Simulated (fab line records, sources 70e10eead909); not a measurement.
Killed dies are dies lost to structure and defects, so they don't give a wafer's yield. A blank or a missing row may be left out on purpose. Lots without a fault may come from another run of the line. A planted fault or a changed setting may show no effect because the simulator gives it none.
Which tool did it? | flow nand_harc | 23 lots, 69 wafers sampled, at 3 steps of a route of 1302

WHAT THE GAUGES READ, wafer by wafer
NHARC_A_CONTACT_OVL_MEAS_09. Usual: overlay_x_nm 0.0 nm, standard deviation 0.76; overlay_y_nm 0.0 nm, standard deviation 0.78.
lot  | measured     | on         | overlay_x_nm (nm) | overlay_y_nm (nm) | flag
L076 | day 22 05:26 | overlay-02 | -1.5 -1.0 -1.3    | -0.3 -0.3 -0.7    |
L074 | day 22 18:15 | overlay-02 | -0.2 1.1 0.0      | 0.1 0.6 0.6       |
L077 | day 23 23:43 | overlay-01 | -1.4 -0.5 -0.9    | -0.5 0.3 -0.3     |
L078 | day 24 01:10 | overlay-01 | 0.1 -0.3 -0.1     | -0.7 -0.7 -0.2    |
L080 | day 24 03:01 | overlay-02 | 1.2 1.3 1.1       | -0.6 -0.5 0.0     |
L079 | day 24 18:27 | overlay-02 | -0.2 -0.6 -0.4    | -0.4 -0.7 -0.7    |
L081 | day 25 08:03 | overlay-02 | -0.2 -0.4 -0.4    | -0.3 0.4 -0.4     |
L082 | day 26 02:41 | overlay-02 | 0.1 -0.5 -0.1     | 1.2 0.7 1.0       |
L083 | day 26 03:01 | overlay-02 | 0.6 0.4 0.5       | -0.1 0.0 -0.4     |
L084 | day 26 06:19 | overlay-02 | -0.3 0.3 0.3      | -0.7 -0.7 -1.0    |
L085 | day 26 21:29 | overlay-02 | 0.3 1.0 0.7       | -1.0 -0.7 -0.6    |
L086 | day 27 17:25 | overlay-01 | -1.2 -0.8 -1.5    | 0.6 1.1 0.8       |
L088 | day 27 17:55 | overlay-01 | 0.8 0.5 1.1       | 0.3 0.3 0.0       |
L087 | day 27 19:39 | overlay-02 | -0.4 -0.3 -0.4    | 0.4 1.1 0.8       |
L089 | day 27 20:29 | overlay-02 | 0.7 0.2 0.5       | 0.6 1.2 0.8       |
L091 | day 28 10:10 | overlay-02 | -1.2 -1.4 -0.7    | 0.0 0.0 -0.1      |
L090 | day 28 14:59 | overlay-02 | 1.2 0.7 0.7       | 0.0 0.3 0.3       |
L092 | day 29 17:13 | overlay-01 | -0.2 0.5 -0.1     | 1.2 0.9 1.3       |
L093 | day 29 17:46 | overlay-01 | -1.0 -0.9 -0.7    | 0.7 0.9 0.6       |
L094 | day 30 18:16 | overlay-02 | -0.2 -0.7 -0.5    | -1.1 -1.4 -2.0    |
L095 | day 30 21:55 | overlay-01 | 0.1 -0.2 -0.1     | -1.5 -1.2 -1.0    |
L096 | day 30 22:41 | overlay-01 | 0.8 0.3 0.4       | -0.4 -0.3 0.3     |
L097 | day 32 03:37 | overlay-02 | 0.1 1.2 -0.1      | 0.7 0.8 0.3       |

WHICH TOOL RAN EACH LOT (tool, then ch and the chambers of the sampled wafers, then the start)
lot  | NHARC_A_CONTACT_ETCH_128             | NHARC_A_CONTACT_STRIP_82
L076 | har_cap_etch-02 ch 0,1, day 22 00:10 | rie_diel-02 ch 0,3, day 22 05:26 or earlier
L074 | har_cap_etch-01 ch 0,1, day 22 12:27 | rie_diel-02 ch 0,1,3, day 22 18:15 or earlier
L077 | har_cap_etch-02 ch 1, day 23 17:10   | rie_diel-13 ch 0,1,3, day 23 23:43 or earlier
L078 | har_cap_etch-01 ch 0,1, day 23 19:49 | rie_diel-02 ch 0,2,3, day 24 01:10 or earlier
L080 | har_cap_etch-03 ch 0,1, day 23 20:22 | rie_diel-07 ch 0,3, day 24 03:01 or earlier
L079 | har_cap_etch-02 ch 0, day 24 13:11   | rie_diel-02 ch 0,1, day 24 18:27 or earlier
L081 | har_cap_etch-02 ch 0,1, day 24 23:23 | rie_diel-13 ch 0,1,3, day 25 08:03 or earlier
L082 | har_cap_etch-01 ch 0,1, day 25 17:39 | rie_diel-13 ch 0,1,2, day 26 02:41 or earlier
L083 | har_cap_etch-02 ch 0,1, day 25 18:58 | rie_diel-02 ch 1,3, day 26 03:01 or earlier
L084 | har_cap_etch-01 ch 0,1, day 26 00:46 | rie_diel-13 ch 1,3, day 26 06:19 or earlier
L085 | har_cap_etch-02 ch 0,1, day 26 10:02 | rie_diel-07 ch 2,3, day 26 21:29 or earlier
L086 | har_cap_etch-02 ch 0,1, day 27 09:59 | rie_diel-13 ch 1,2,3, day 27 17:25 or earlier
L088 | har_cap_etch-03 ch 0,1, day 27 10:39 | rie_diel-07 ch 0,1, day 27 17:55 or earlier
L087 | har_cap_etch-01 ch 0,1, day 27 13:26 | rie_diel-02 ch 1,2, day 27 19:39 or earlier
L089 | har_cap_etch-02 ch 0,1, day 27 13:35 | rie_diel-13 ch 0,2,3, day 27 20:29 or earlier
L091 | har_cap_etch-03 ch 0,1, day 28 04:56 | rie_diel-02 ch 0,2,3, day 28 10:10 or earlier
L090 | har_cap_etch-02 ch 0,1, day 28 07:19 | rie_diel-07 ch 0,1,3, day 28 14:59 or earlier
L092 | har_cap_etch-03 ch 0, day 29 11:47   | rie_diel-07 ch 0,1,2, day 29 17:13 or earlier
L093 | har_cap_etch-02 ch 0,1, day 29 12:19 | rie_diel-02 ch 1,2,3, day 29 17:46 or earlier
L094 | har_cap_etch-02 ch 0,1, day 30 11:12 | rie_diel-02 ch 0,1,2, day 30 18:16 or earlier
L095 | har_cap_etch-01 ch 0,1, day 30 16:31 | rie_diel-02 ch 0,2, day 30 21:55 or earlier
L096 | har_cap_etch-03 ch 0,1, day 30 17:26 | rie_diel-02 ch 0,1,3, day 30 22:41 or earlier
L097 | har_cap_etch-03 ch 0, day 31 16:41   | rie_diel-07 ch 2,3, day 32 03:37 or earlier
- NHARC_A_CONTACT_ETCH_128: etches the open film in C4F8/O2/Ar, time 197 s, target depth 1918 nm.
- NHARC_A_CONTACT_STRIP_82: strips in O2.

WHAT THE TOOLS THEMSELVES READ (means of the sampled wafers that have a number; where no wafer has one, the mark that the record gives instead)
NHARC_A_CONTACT_STRIP_82. Usual: drypump_motor_current_A 6.11 A, standard deviation 0.27; o2_flow_sccm 500.1 sccm, standard deviation 1.3; oes_product_au 1.002 a.u., standard deviation 0.0068; rf_vpp_V 57.9 V, standard deviation 0.96; showerhead_plenum_p_Torr 3.57 Torr, standard deviation 0.2; throttle_valve_pct 17.036 %, standard deviation 0.0092.
lot  | tool        | drypump_motor_current_A (A) | o2_flow_sccm (sccm) | oes_product_au (a.u.) | rf_vpp_V (V) | showerhead_plenum_p_Torr (Torr) | throttle_valve_pct (%) | flag
L076 | rie_diel-02 | 5.82                        | 499.5               | 1.009                 | 58.0         | 3.46                            | 17.045                 |
L074 | rie_diel-02 | 5.97                        | 500.4               | 1.001                 | 57.9         | 3.62                            | 17.042                 |
L077 | rie_diel-13 | 6.33                        | 499.4               | 1.002                 | 58.1         | 3.43                            | 17.037                 |
L078 | rie_diel-02 | 6.08                        | 500.8               | 1.004                 | 58.1         | 3.58                            | 17.041                 |
L080 | rie_diel-07 | 6.09                        | 501.4               | 0.996                 | 57.8         | 3.76                            | 17.038                 |
L079 | rie_diel-02 | 6.16                        | 499.9               | 1.001                 | 58.9         | 3.78                            | 17.031                 |
L081 | rie_diel-13 | 6.33                        | 500.7               | 1.000                 | 57.4         | 3.43                            | 17.030                 |
L082 | rie_diel-13 | 6.40                        | 500.0               | 1.002                 | 57.9         | 3.58                            | 17.036                 |
L083 | rie_diel-02 | 5.90                        | 500.3               | 1.000                 | 58.0         | 3.61                            | 17.031                 |
L084 | rie_diel-13 | 6.21                        | 501.4               | 0.999                 | 57.9         | 3.42                            | 17.040                 |
L085 | rie_diel-07 | 6.06                        | 500.5               | 0.997                 | 58.1         | 3.61                            | 17.036                 |
L086 | rie_diel-13 | 6.28                        | 499.3               | 1.000                 | 57.9         | 3.56                            | 17.043                 |
L088 | rie_diel-07 | 5.97                        | 499.4               | 1.003                 | 57.9         | 3.61                            | 17.039                 |
L087 | rie_diel-02 | 6.26                        | 498.6               | 1.006                 | 58.1         | 3.69                            | 17.040                 |
L089 | rie_diel-13 | 6.27                        | 499.5               | 0.999                 | 57.9         | 3.46                            | 17.034                 |
L091 | rie_diel-02 | 6.08                        | 499.5               | 1.007                 | 57.9         | 3.57                            | 17.035                 |
L090 | rie_diel-07 | 6.00                        | 499.4               | 0.997                 | 58.0         | 3.58                            | 17.034                 |
L092 | rie_diel-07 | 5.93                        | 499.2               | 1.002                 | 57.0         | 3.50                            | 17.037                 |
L093 | rie_diel-02 | 6.01                        | 499.8               | 0.999                 | 57.7         | 3.56                            | 17.038                 |
L094 | rie_diel-02 | 6.22                        | 500.6               | 1.000                 | 58.7         | 3.73                            | 17.039                 |
L095 | rie_diel-02 | 6.28                        | 501.5               | 1.008                 | 57.8         | 3.73                            | 17.032                 |
L096 | rie_diel-02 | 5.96                        | 499.4               | 1.005                 | 58.0         | 3.60                            | 17.032                 |
L097 | rie_diel-07 | 6.07                        | 500.6               | 1.006                 | 57.7         | 3.59                            | 17.033                 |

THE ANSWER, worked out from the rows above alone
Rule: a lot is off if the mean of its wafers that have a number lies more than 3 standard deviations from the usual mean. A lot without any number at a reading at which 4 lots or more have one is off too. The other lots that the step has rows for count as sound. The gauges are gone through in route order, then the tools' own readings, and for those a lot's mean is taken as printed above. The first step at which some lot is off is used, and at that step the reading that is off furthest; a lot without a number counts as furthest.
No lot is off at any reading shown: from this, nothing can be told.

WHAT THE SIMULATOR HAD PUT IN
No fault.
